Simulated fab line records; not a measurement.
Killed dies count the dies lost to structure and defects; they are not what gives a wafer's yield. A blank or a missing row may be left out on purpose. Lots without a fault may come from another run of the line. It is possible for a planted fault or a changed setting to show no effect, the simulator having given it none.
3 desks, one fault    flow n5-finfet    numbers are kept per desk, each desk with only its own; the story behind them comes last

## THE DEFECT DESK
What the inspections along the route counted, lot by lot: means of the sampled wafers that have a number. The brackets show how far a lot's mean lies from the usual mean; more than 4 standard deviations puts the lot out of limits, marked OUT.
Columns: A = raw-defect-count at N5_BEOL_M12_INSPECT_12, usual 2.2
lot   first seen here  A
L702  day 11 06:32     2.7
L705  day 11 10:42     2.7
L708  day 12 12:34     3.0
L711  day 13 06:20     263.0 (+99 or more) OUT
L710  day 13 14:20     257.7 (+99 or more) OUT
L717  day 14 19:12     3.0
L721  day 16 05:58     1.7
L722  day 16 06:45     1.3
L724  day 16 06:58     1.7
L723  day 16 17:16     1.3
This desk's finding: out of limits on L710, L711; first on L711, day 13 06:20 (raw-defect-count at N5_BEOL_M12_INSPECT_12). Within limits: L702, L705, L708, L717, L721, L722, L724, L723.

## THE METROLOGY DESK
What the gauges read for every lot (on any tool): the sampled wafers with a number, averaged. The brackets show how far a lot's mean lies from the usual mean; more than 4 standard deviations puts the lot out of limits, marked OUT.
Columns: A = trench-depth-nm at N5_BEOL_M11_OCD_MEAS_38, usual 148.6 nm
lot   first seen here  A
L702  day 11 03:07     148.5
L705  day 11 07:10     150.0
L708  day 12 08:38     149.6
L711  day 13 02:17     147.6
L710  day 13 10:50     147.4
L717  day 14 15:02     146.6
L721  day 16 02:36     149.1
L722  day 16 03:08     148.1
L724  day 16 03:28     146.7
L723  day 16 13:55     149.2
Result from this desk: across the 10 lots, nothing is out of limits.

## FOR THE TOOL OWNER'S DESK: pecvd-04
The tool's own readings at N5_BEOL_M12_ILD_DEP_00 (deposits SiOC from DEMS/O2, target thk 658.92 nm, time 130.7 s): means of the sampled wafers that have a number, for each lot that ran on this tool. The brackets show how far a lot's mean lies from the usual mean; more than 4 standard deviations puts the lot out of limits, marked OUT.
Columns: A = heater-power-w at N5_BEOL_M12_ILD_DEP_00, usual 527 W; B = showerhead-plenum-p-Torr at N5_BEOL_M12_ILD_DEP_00, usual 5.689 Torr; C = throttle-valve-pct at N5_BEOL_M12_ILD_DEP_00, usual 11.8 %
lot   first seen here  A    B      C
L708  day 12 11:56     469  5.690  11.6
L711  day 13 05:51     406  5.696  11.5
L710  day 13 13:43     448  5.690  11.4
L721  day 16 05:22     495  5.689  11.4
L724  day 16 06:29     425  5.691  11.7
L723  day 16 16:47     445  5.687  11.6
Result from this desk: across the 6 lots, nothing is out of limits.

## TAKEN TOGETHER
The defect desk could have raised an alarm at day 13 06:20, on L710, L711.
At the metrology desk, nothing out of limits was observed.
The tool owner's desk saw nothing out of limits.
The metrology desk has L710, L711 on record, within its limits.
On record at the tool owner's desk: L710, L711, within its limits.
On pecvd-04, each named lot ran N5_BEOL_M12_ILD_DEP_00.

## WHAT THE SIMULATOR HAD INSERTED
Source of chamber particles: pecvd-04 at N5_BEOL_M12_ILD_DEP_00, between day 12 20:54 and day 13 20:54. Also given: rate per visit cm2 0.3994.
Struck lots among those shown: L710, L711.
Hours from the fault's start to each desk's first reading out of limits: the defect desk, 9.
